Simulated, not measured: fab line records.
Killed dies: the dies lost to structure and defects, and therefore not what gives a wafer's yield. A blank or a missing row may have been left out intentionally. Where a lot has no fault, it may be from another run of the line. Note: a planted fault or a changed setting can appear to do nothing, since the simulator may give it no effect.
Which of the tools did it? :: flow nandHarc :: 13 lots (39 wafers sampled), 1 step of a 1302-step route

WHAT THE GAUGES SHOWED, per wafer
NHARC_A_SLIT_OVL_MEAS_10. Usual: overlayXNm -0.2 nm, standard deviation 0.72; overlayYNm -0.1 nm, standard deviation 0.87.
lot: L796
measured: day 19 17:15
on: overlay-01
overlayXNm (nm): -1.6 -1.8 -1.0
overlayYNm (nm): -0.2 0.3 0.5
flag: 

lot: L798
measured: day 20 07:28
on: overlay-01
overlayXNm (nm): -0.7 -0.9 -0.3
overlayYNm (nm): -0.9 -1.4 -0.8
flag: 

lot: L797
measured: day 20 07:49
on: overlay-01
overlayXNm (nm): -1.1 -0.6 -0.1
overlayYNm (nm): 0.2 -0.2 0.9
flag: 

lot: L802
measured: day 22 02:43
on: overlay-02
overlayXNm (nm): 0.6 0.3 1.0
overlayYNm (nm): 0.3 0.5 0.8
flag: 

lot: L803
measured: day 23 04:15
on: overlay-01
overlayXNm (nm): 0.2 -0.5 0.0
overlayYNm (nm): -0.7 -1.1 -0.7
flag: 

lot: L804
measured: day 23 16:55
on: overlay-02
overlayXNm (nm): -0.2 -0.1 -0.2
overlayYNm (nm): -0.9 -0.6 -0.3
flag: 

lot: L809
measured: day 25 09:40
on: overlay-02
overlayXNm (nm): -0.4 0.2 -0.1
overlayYNm (nm): 0.4 0.6 1.0
flag: 

lot: L813
measured: day 26 05:30
on: overlay-01
overlayXNm (nm): 0.6 -0.1 0.2
overlayYNm (nm): -0.2 -0.1 -0.3
flag: 

lot: L811
measured: day 26 06:07
on: overlay-01
overlayXNm (nm): -0.6 -0.6 -0.7
overlayYNm (nm): -0.1 -0.1 0.1
flag: 

lot: L812
measured: day 26 09:19
on: overlay-02
overlayXNm (nm): -0.1 0.2 -0.2
overlayYNm (nm): -1.9 -2.2 -1.9
flag: 

lot: L814
measured: day 27 06:14
on: overlay-02
overlayXNm (nm): -0.2 0.3 0.3
overlayYNm (nm): 0.2 0.5 0.7
flag: 

lot: L815
measured: day 27 15:19
on: overlay-02
overlayXNm (nm): -0.4 -0.5 -0.7
overlayYNm (nm): -0.8 -1.0 -1.1
flag: 

lot: L818
measured: day 29 20:14
on: overlay-01
overlayXNm (nm): 0.2 0.1 -0.1
overlayYNm (nm): 1.2 0.6 0.6
flag: 

TOOL THAT RAN EACH LOT (tool first, then ch and the chambers of the sampled wafers, then the start)
The record shows no process step preceding these readings.

WHAT THE TOOLS THEMSELVES READ (means of the sampled wafers that have a number; where no wafer has one, the mark that the record gives instead)
The record holds no such reading with a usual standard deviation.

THE ANSWER, worked out from the rows above alone
Rule: a lot is off if the mean of its wafers that have a number lies more than 3 standard deviations from the usual mean. A lot without any number at a reading at which 4 lots or more have one is off too. Any other lot the step has rows for is counted as sound. After the gauges, taken in route order, come the tools' own readings; for these a lot's mean is taken, as printed above. The first step at which some lot is off is used, and at that step the reading that is off furthest; a lot without a number counts as furthest.
No lot is off at any reading shown: from this, nothing can be told.

WHAT THE SIMULATOR HAD INSERTED
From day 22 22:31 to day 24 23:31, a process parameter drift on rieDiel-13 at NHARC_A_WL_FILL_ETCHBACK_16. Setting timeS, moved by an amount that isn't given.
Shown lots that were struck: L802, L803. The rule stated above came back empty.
